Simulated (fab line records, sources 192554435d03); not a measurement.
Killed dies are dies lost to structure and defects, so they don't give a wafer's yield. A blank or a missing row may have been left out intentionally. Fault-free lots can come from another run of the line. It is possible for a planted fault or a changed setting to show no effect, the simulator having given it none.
Chamber matching :: flow n5Finfet :: pecvd-02 running N5_BEOL_M5_DEP_56: 3 sister chambers
The step deposits SiCN from 3MS/NH3, target thk 8 nm, time 14 s. 22 wafers are shown with their chamber, then 11 later ones without.

== EACH WAFER AND ITS CHAMBER ==
wafer: L075.3
chamber: 2
throttleValvePct (%): 8.4
showerheadPlenumPTorr (Torr): 3.656

wafer: L075.4
chamber: 2
throttleValvePct (%): 8.6
showerheadPlenumPTorr (Torr): 3.661

wafer: L075.5
chamber: 1
throttleValvePct (%): 8.3
showerheadPlenumPTorr (Torr): 3.655

wafer: L074.1
chamber: 1
throttleValvePct (%): 8.2
showerheadPlenumPTorr (Torr): 3.657

wafer: L074.2
chamber: 2
throttleValvePct (%): 8.6
showerheadPlenumPTorr (Torr): 3.663

wafer: L074.3
chamber: 0
throttleValvePct (%): 9.5
showerheadPlenumPTorr (Torr): 3.647

wafer: L074.4
chamber: 2
throttleValvePct (%): 8.4
showerheadPlenumPTorr (Torr): 3.662

wafer: L074.5
chamber: 1
throttleValvePct (%): 8.5
showerheadPlenumPTorr (Torr): 3.651

wafer: L074.6
chamber: 0
throttleValvePct (%): 9.4
showerheadPlenumPTorr (Torr): 3.650

wafer: L078.4
chamber: 1
throttleValvePct (%): 8.1
showerheadPlenumPTorr (Torr): 3.658

wafer: L078.5
chamber: 0
throttleValvePct (%): 9.4
showerheadPlenumPTorr (Torr): 3.637

wafer: L078.6
chamber: 2
throttleValvePct (%): 8.5
showerheadPlenumPTorr (Torr): 3.659

wafer: L081.1
chamber: 1
throttleValvePct (%): 8.4
showerheadPlenumPTorr (Torr): 3.657

wafer: L081.2
chamber: 2
throttleValvePct (%): 8.5
showerheadPlenumPTorr (Torr): 3.661

wafer: L081.3
chamber: 0
throttleValvePct (%): 9.7
showerheadPlenumPTorr (Torr): 3.651

wafer: L081.4
chamber: 0
throttleValvePct (%): 9.6
showerheadPlenumPTorr (Torr): 3.649

wafer: L081.5
chamber: 1
throttleValvePct (%): 8.1
showerheadPlenumPTorr (Torr): 3.657

wafer: L081.6
chamber: 2
throttleValvePct (%): 8.5
showerheadPlenumPTorr (Torr): 3.663

wafer: L082.1
chamber: 0
throttleValvePct (%): 9.3
showerheadPlenumPTorr (Torr): 3.641

wafer: L082.4
chamber: 2
throttleValvePct (%): 8.7
showerheadPlenumPTorr (Torr): 3.657

wafer: L082.6
chamber: 0
throttleValvePct (%): 9.7
showerheadPlenumPTorr (Torr): 3.639

wafer: L085.3
chamber: 0
throttleValvePct (%): 9.3
showerheadPlenumPTorr (Torr): 3.644

SIGNATURES (means of the wafers above)
reading: throttleValvePct
chamber 0: 9.488
chamber 1: 8.267
chamber 2: 8.525
scatter within a chamber: 0.145

reading: showerheadPlenumPTorr
chamber 0: 3.64475
chamber 1: 3.65583
chamber 2: 3.66025
scatter within a chamber: 0.00384
Rule: for each reading, subtract the chamber's mean from the wafer's reading, divide by that reading's scatter and square the result; add these up over the readings and take the root, which gives the wafer's distance from the chamber. If the next closest chamber is less than 2 further off than the closest, the wafer can't be placed; otherwise it belongs to the closest. The scatter is the square root of a quotient: the sum, over the shown wafers, of each reading's squared deviation from its chamber's mean, divided by wafers minus chambers.

== WAFERS WITHOUT THEIR CHAMBER ==
wafer: L085.4
throttleValvePct (%): 8.3
showerheadPlenumPTorr (Torr): 3.650

wafer: L085.6
throttleValvePct (%): 8.8
showerheadPlenumPTorr (Torr): 3.662

wafer: L094.1
throttleValvePct (%): 8.3
showerheadPlenumPTorr (Torr): 3.661

wafer: L094.2
throttleValvePct (%): 8.3
showerheadPlenumPTorr (Torr): 3.645

wafer: L094.3
throttleValvePct (%): 9.6
showerheadPlenumPTorr (Torr): 3.650

wafer: L094.4
throttleValvePct (%): 8.5
showerheadPlenumPTorr (Torr): 3.654

wafer: L094.5
throttleValvePct (%): 9.5
showerheadPlenumPTorr (Torr): 3.639

wafer: L094.6
throttleValvePct (%): 8.7
showerheadPlenumPTorr (Torr): 3.648

wafer: L095.2
throttleValvePct (%): 9.3
showerheadPlenumPTorr (Torr): 3.645

wafer: L095.3
throttleValvePct (%): 8.4
showerheadPlenumPTorr (Torr): 3.653

wafer: L095.5
throttleValvePct (%): 9.5
showerheadPlenumPTorr (Torr): 3.647

== WHICH CHAMBER EACH ONE RAN IN ==
wafer: L085.4
from the rows above: can't be placed: 1 or 2
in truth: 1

wafer: L085.6
from the rows above: 2
in truth: 2

wafer: L094.1
from the rows above: can't be placed: 1 or 2
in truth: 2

wafer: L094.2
from the rows above: can't be placed: 1 or 2
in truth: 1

wafer: L094.3
from the rows above: 0
in truth: 0

wafer: L094.4
from the rows above: can't be placed: 2 or 1
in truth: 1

wafer: L094.5
from the rows above: 0
in truth: 0

wafer: L094.6
from the rows above: can't be placed: 2 or 1
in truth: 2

wafer: L095.2
from the rows above: 0
in truth: 0

wafer: L095.3
from the rows above: can't be placed: 1 or 2
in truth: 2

wafer: L095.5
from the rows above: 0
in truth: 0
Placed correctly: 5 of 11. These rows do not allow placing 6 (true chamber among the candidates in 6). Placed wrongly: 0.
